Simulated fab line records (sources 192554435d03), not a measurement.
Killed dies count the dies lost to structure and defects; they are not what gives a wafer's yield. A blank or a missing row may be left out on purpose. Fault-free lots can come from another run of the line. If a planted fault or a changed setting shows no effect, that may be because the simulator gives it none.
Problem report in the 8D (eight disciplines) form, filled by code + flow n5Finfet + the parts of the form that need people (team, actions taken, sign-off) are left out

1. WHAT IS WRONG
COMB_M11 at N5_BEOL_M15_RC_MEAS_101 reads a mean of 8.1e-11 S/m on 3 wafers of 3 lots; wafers without a fault read 1.4e-11 S/m with a standard deviation of 3.2e-12. That puts it +21 standard deviations away from the usual mean.
The first sign was on wafer L432.6 at day 13 20:08, on prober-01. The record holds 12 wafers of 5 lots with a number at this step. By rule, "out" or "out of limits" means more than 4 standard deviations away from the usual mean. Any other wafer with a number is counted as sound.

2. WHAT IT IS; WHAT IT IS NOT
| question                     | is                                          | is not                                                                                                                                                         |
|------------------------------|---------------------------------------------|----------------------------------------------------------------------------------------------------------------------------------------------------------------|
| which readings at this step  | COMB_M11, COMB_M11_max_site                 | COMB_M13, COMB_M15, COMB_M5, COMB_M6, COMB_M8, COMB_M9, SERP_M10, SERP_M11, SERP_M12, SERP_M13, SERP_M14, SERP_M6, SERP_M7, SERP_M7_max_site, SERP_M8, SERP_M9 |
| which lots                   | L432, L435, L436                            | L431, L441                                                                                                                                                     |
| which wafers of those lots   | L432.6, L435.2, L436.6                      | L432.4, L435.4, L436.5                                                                                                                                         |
| read on which gauges         | prober-01, prober-02                        | -                                                                                                                                                              |
| when                         | from day 13 20:08                           | up to then (4 sound wafers); but 5 sound wafers of L435, L436, L441 came after                                                                                 |
| where on the wafer (9 sites) | sites 1, 2, 3, 4, 5, 6, 7, 8 (+4.7e-11 S/m) | the other site                                                                                                                                                 |

3. THE SUSPECTS, EACH WITH WHAT RULES IT OUT
Counting: any tool at a process step up to the reading remains a suspect provided it ran every lot that is out. Sound lots after the first of them don't rule it out here, since some wafers of a struck lot are sound.
- the gauge at N5_BEOL_M15_RC_MEAS_101 has been ruled out. Those wafers that are out were read across 2 gauges (prober-01, prober-02).
- aldMetal-02 at N5_BEOL_M11_ALD_74 (deposits TaN, target thk 2 nm, pulse time 2 s, purge time 3 s): kept. Ran every lot that is out, first one L432 (day 12 15:42); last sound lot up to then L431 (day 12 06:22).
Left after counting: aldMetal-02 at N5_BEOL_M11_ALD_74.

4. THE CAUSE (what the simulator had put in)
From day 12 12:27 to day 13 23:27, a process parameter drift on aldMetal-02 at N5_BEOL_M11_ALD_74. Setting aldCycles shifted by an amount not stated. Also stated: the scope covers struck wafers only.
Only this tool survived the counting.

5. SEQUENCE OF EFFECTS, ordered by route
Rows list readings where the struck wafers' mean (over those with a number) sits beyond 3 standard deviations from the usual. Only readings whose record carries a usual standard deviation are examined. hours: median over the lots of the time between each lot's start at the first step of this table that gives one and its start at this step. sigmas: the change, counted in usual standard deviations.
| hours | step                    | reading           | usual       | on struck wafers | change   | sigmas |
|-------|-------------------------|-------------------|-------------|------------------|----------|--------|
| 0     | N5_BEOL_M15_RC_MEAS_101 | COMB_M11          | 1.4e-11 S/m | 8.1e-11          | +6.7e-11 | +21    |
| 0     | N5_BEOL_M15_RC_MEAS_101 | COMB_M11_max_site | 2.1e-11 S/m | 1.2e-10          | +1.0e-10 | +18    |

6. HOW IT WOULD HAVE BEEN CAUGHT EARLIER
32 hours passed between the start of the fault at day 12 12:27 and the first reading out of limits at a measuring or inspecting step in this record, taken at day 13 20:08.
An alarm limit of 4 standard deviations would not have fired on the tool readings at N5_BEOL_M11_ALD_74 for which the record gives a usual standard deviation, since none of them was out on any struck wafer.
By day 13 20:08 the whole set of lots that are out, 3 in number, had already begun N5_BEOL_M11_ALD_74 on aldMetal-02. Had the tool been put on hold then, not one of them would have been saved.
